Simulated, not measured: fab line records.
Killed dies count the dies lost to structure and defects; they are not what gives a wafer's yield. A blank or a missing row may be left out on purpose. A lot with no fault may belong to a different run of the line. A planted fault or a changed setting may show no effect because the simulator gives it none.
Chamber matching || flow n5-finfet || cmp-02 running N5_GATE_CUT_CMP_02: 4 sister chambers
The step polishes, stops on SiO2, t overpolish 12.7 s, target thk 0 nm. 18 wafers are shown with their chamber, then 9 later ones without.

WAFERS, EACH WITH ITS CHAMBER
{"wafer": "L075.2", "chamber": 2, "motor-current-A (A)": 6.9, "time-to-endpoint-s (s)": 27.7, "head-pressure-psi (psi)": 2.505}
{"wafer": "L075.3", "chamber": 1, "motor-current-A (A)": 8.1, "time-to-endpoint-s (s)": 26.4, "head-pressure-psi (psi)": 2.499}
{"wafer": "L075.5", "chamber": 1, "motor-current-A (A)": 8.4, "time-to-endpoint-s (s)": 27.7, "head-pressure-psi (psi)": 2.495}
{"wafer": "L077.4", "chamber": 3, "motor-current-A (A)": 8.1, "time-to-endpoint-s (s)": 35.5, "head-pressure-psi (psi)": 2.500}
{"wafer": "L077.5", "chamber": 3, "motor-current-A (A)": 7.9, "time-to-endpoint-s (s)": 32.9, "head-pressure-psi (psi)": 2.503}
{"wafer": "L077.6", "chamber": 0, "motor-current-A (A)": 8.6, "time-to-endpoint-s (s)": 27.9, "head-pressure-psi (psi)": 2.501}
{"wafer": "L080.2", "chamber": 2, "motor-current-A (A)": 6.9, "time-to-endpoint-s (s)": 28.8, "head-pressure-psi (psi)": 2.497}
{"wafer": "L080.4", "chamber": 3, "motor-current-A (A)": 7.9, "time-to-endpoint-s (s)": 34.4, "head-pressure-psi (psi)": 2.502}
{"wafer": "L080.5", "chamber": 2, "motor-current-A (A)": 7.2, "time-to-endpoint-s (s)": 29.3, "head-pressure-psi (psi)": 2.501}
{"wafer": "L081.2", "chamber": 3, "motor-current-A (A)": 8.3, "time-to-endpoint-s (s)": 26.7, "head-pressure-psi (psi)": 2.501}
{"wafer": "L081.5", "chamber": 3, "motor-current-A (A)": 8.4, "time-to-endpoint-s (s)": 31.3, "head-pressure-psi (psi)": 2.500}
{"wafer": "L081.6", "chamber": 2, "motor-current-A (A)": 7.3, "time-to-endpoint-s (s)": 28.3, "head-pressure-psi (psi)": 2.502}
{"wafer": "L084.2", "chamber": 0, "motor-current-A (A)": 9.2, "time-to-endpoint-s (s)": 24.6, "head-pressure-psi (psi)": 2.500}
{"wafer": "L084.4", "chamber": 3, "motor-current-A (A)": 7.9, "time-to-endpoint-s (s)": 30.4, "head-pressure-psi (psi)": 2.508}
{"wafer": "L084.6", "chamber": 2, "motor-current-A (A)": 7.0, "time-to-endpoint-s (s)": 25.5, "head-pressure-psi (psi)": 2.495}
{"wafer": "L086.1", "chamber": 0, "motor-current-A (A)": 8.9, "time-to-endpoint-s (s)": 27.1, "head-pressure-psi (psi)": 2.493}
{"wafer": "L086.4", "chamber": 3, "motor-current-A (A)": 8.5, "time-to-endpoint-s (s)": 29.6, "head-pressure-psi (psi)": 2.510}
{"wafer": "L086.6", "chamber": 3, "motor-current-A (A)": 8.5, "time-to-endpoint-s (s)": 31.3, "head-pressure-psi (psi)": 2.506}

SIGNATURES (means of the wafers above)
{"reading": "motor-current-A", "chamber 0": 8.900, "chamber 1": 8.250, "chamber 2": 7.060, "chamber 3": 8.188, "scatter within a chamber": 0.249}
{"reading": "time-to-endpoint-s", "chamber 0": 26.533, "chamber 1": 27.050, "chamber 2": 27.920, "chamber 3": 31.512, "scatter within a chamber": 2.23}
{"reading": "head-pressure-psi", "chamber 0": 2.49800, "chamber 1": 2.49700, "chamber 2": 2.50000, "chamber 3": 2.50375, "scatter within a chamber": 0.00389}
Rule: a wafer's distance from a chamber is the root of the sum, over the readings, of the square of ((its reading less the chamber's mean) divided by the reading's scatter). The wafer belongs to the nearest chamber; if the next one is less than 2 further off, it can't be placed. The scatter is the square root of a quotient: the sum, over the shown wafers, of each reading's squared deviation from its chamber's mean, divided by wafers minus chambers.

WAFERS WITHOUT THEIR CHAMBER
{"wafer": "L092.1", "motor-current-A (A)": 9.0, "time-to-endpoint-s (s)": 24.1, "head-pressure-psi (psi)": 2.496}
{"wafer": "L092.4", "motor-current-A (A)": 8.1, "time-to-endpoint-s (s)": 25.4, "head-pressure-psi (psi)": 2.500}
{"wafer": "L092.5", "motor-current-A (A)": 7.8, "time-to-endpoint-s (s)": 28.3, "head-pressure-psi (psi)": 2.501}
{"wafer": "L093.1", "motor-current-A (A)": 8.3, "time-to-endpoint-s (s)": 31.8, "head-pressure-psi (psi)": 2.503}
{"wafer": "L093.4", "motor-current-A (A)": 7.0, "time-to-endpoint-s (s)": 26.4, "head-pressure-psi (psi)": 2.497}
{"wafer": "L093.6", "motor-current-A (A)": 8.3, "time-to-endpoint-s (s)": 28.5, "head-pressure-psi (psi)": 2.505}
{"wafer": "L096.3", "motor-current-A (A)": 8.9, "time-to-endpoint-s (s)": 24.5, "head-pressure-psi (psi)": 2.494}
{"wafer": "L096.4", "motor-current-A (A)": 8.0, "time-to-endpoint-s (s)": 25.1, "head-pressure-psi (psi)": 2.505}
{"wafer": "L096.6", "motor-current-A (A)": 8.1, "time-to-endpoint-s (s)": 28.3, "head-pressure-psi (psi)": 2.501}

THE CHAMBER EACH PASSED THROUGH
{"wafer": "L092.1", "from the rows above": 0, "in truth": 0}
{"wafer": "L092.4", "from the rows above": "can't be placed: 1 or 3", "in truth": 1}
{"wafer": "L092.5", "from the rows above": "can't be placed: 1 or 3 or 2", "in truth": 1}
{"wafer": "L093.1", "from the rows above": 3, "in truth": 3}
{"wafer": "L093.4", "from the rows above": 2, "in truth": 2}
{"wafer": "L093.6", "from the rows above": "can't be placed: 3 or 1 or 0", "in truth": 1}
{"wafer": "L096.3", "from the rows above": "can't be placed: 0 or 1", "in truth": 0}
{"wafer": "L096.4", "from the rows above": "can't be placed: 1 or 3 or 0 or 2", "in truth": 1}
{"wafer": "L096.6", "from the rows above": "can't be placed: 1 or 3", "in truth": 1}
Correct placement for 3 of the 9. Can't be placed from these rows: 6 (the true chamber is among the candidates in 6). Placed wrongly: 0.
